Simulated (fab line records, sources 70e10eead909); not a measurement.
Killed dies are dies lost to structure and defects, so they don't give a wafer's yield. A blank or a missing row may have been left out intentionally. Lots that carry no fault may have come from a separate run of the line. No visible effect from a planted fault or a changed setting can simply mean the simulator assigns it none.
Which tool is to blame? || flow nand-harc || 18 wafers from 6 lots sampled at 3 of the route's 1302 steps

## WHAT EACH GAUGE READ, for each wafer
NHARC_A_ONON_D1_INSPECT_32.
{"lot": "L682", "measured": "day 8 19:41", "on": "defect-inspect-02", "raw-defect-count": "44 53 65"}
{"lot": "L689", "measured": "day 11 14:16", "on": "defect-inspect-01", "raw-defect-count": "733 731 773"}
{"lot": "L693", "measured": "day 13 02:58", "on": "defect-inspect-01", "raw-defect-count": "82 44 63"}
{"lot": "L699", "measured": "day 16 04:25", "on": "defect-inspect-02", "raw-defect-count": "88 66 62"}
{"lot": "L700", "measured": "day 16 12:02", "on": "defect-inspect-02", "raw-defect-count": "56 43 76"}
{"lot": "L703", "measured": "day 17 19:51", "on": "defect-inspect-02", "raw-defect-count": "58 49 56"}

## EACH LOT AND THE TOOL THAT RAN IT (in order: tool; ch and the chambers of the sampled wafers; start)
{"lot": "L682", "NHARC_A_ZERO_WELL_ETCH_13": "rie-si-05 ch 0,1,3, day 7 09:20", "NHARC_A_ONON_D1_DEP_33": "pecvd-01 ch 0,1,2, day 8 19:12"}
{"lot": "L689", "NHARC_A_ZERO_WELL_ETCH_13": "rie-si-05 ch 0,1,3, day 10 01:23", "NHARC_A_ONON_D1_DEP_33": "pecvd-01 ch 0,1,2, day 11 13:46"}
{"lot": "L693", "NHARC_A_ZERO_WELL_ETCH_13": "rie-si-01 ch 1,2,3, day 11 16:54", "NHARC_A_ONON_D1_DEP_33": "pecvd-03 ch 1,2, day 13 02:32"}
{"lot": "L699", "NHARC_A_ZERO_WELL_ETCH_13": "rie-si-05 ch 0,1,3, day 14 15:09", "NHARC_A_ONON_D1_DEP_33": "pecvd-01 ch 0,1,2, day 16 03:56"}
{"lot": "L700", "NHARC_A_ZERO_WELL_ETCH_13": "rie-si-01 ch 1,2,3, day 14 21:36", "NHARC_A_ONON_D1_DEP_33": "pecvd-02 ch 0,1,2, day 16 11:36"}
{"lot": "L703", "NHARC_A_ZERO_WELL_ETCH_13": "rie-si-05 ch 2,3, day 16 02:34", "NHARC_A_ONON_D1_DEP_33": "pecvd-01 ch 1,2, day 17 19:25"}
- NHARC_A_ZERO_WELL_ETCH_13: etches the open film in HBr/Cl2, target depth 120 nm, time 40.1 s.
- NHARC_A_ONON_D1_DEP_33: deposits SiO2, target thk 200 nm.

## THE ANSWER, worked out from the rows above alone
Rule: usual is defined by the lots themselves. The widest of any qualifying gaps counts: lots, ordered by their means at a reading, are off when they make up no more than a third of the lots, leave a main group of 4 or more, and stand apart from it by 3 or more times the standard deviation of that group's means. The tables above print the reading to a certain number of digits; a main group whose means all agree to those digits is not used. Also off: a lot with no number at a reading for which 4 or more lots have one. The other lots that the step has rows for count as sound.
Off: L689 (NHARC_A_ONON_D1_INSPECT_32, raw-defect-count). The main group has a mean of 60 with a standard deviation of 6.7.
A tool fits if, at a process step before that reading, it ran every lot that is off, and no sound lot after the first of them. Gauges at NHARC_A_ONON_D1_INSPECT_32: tried the same way as those tools. None of those tried fits.

## WHAT HAD BEEN PUT IN BY THE SIMULATOR
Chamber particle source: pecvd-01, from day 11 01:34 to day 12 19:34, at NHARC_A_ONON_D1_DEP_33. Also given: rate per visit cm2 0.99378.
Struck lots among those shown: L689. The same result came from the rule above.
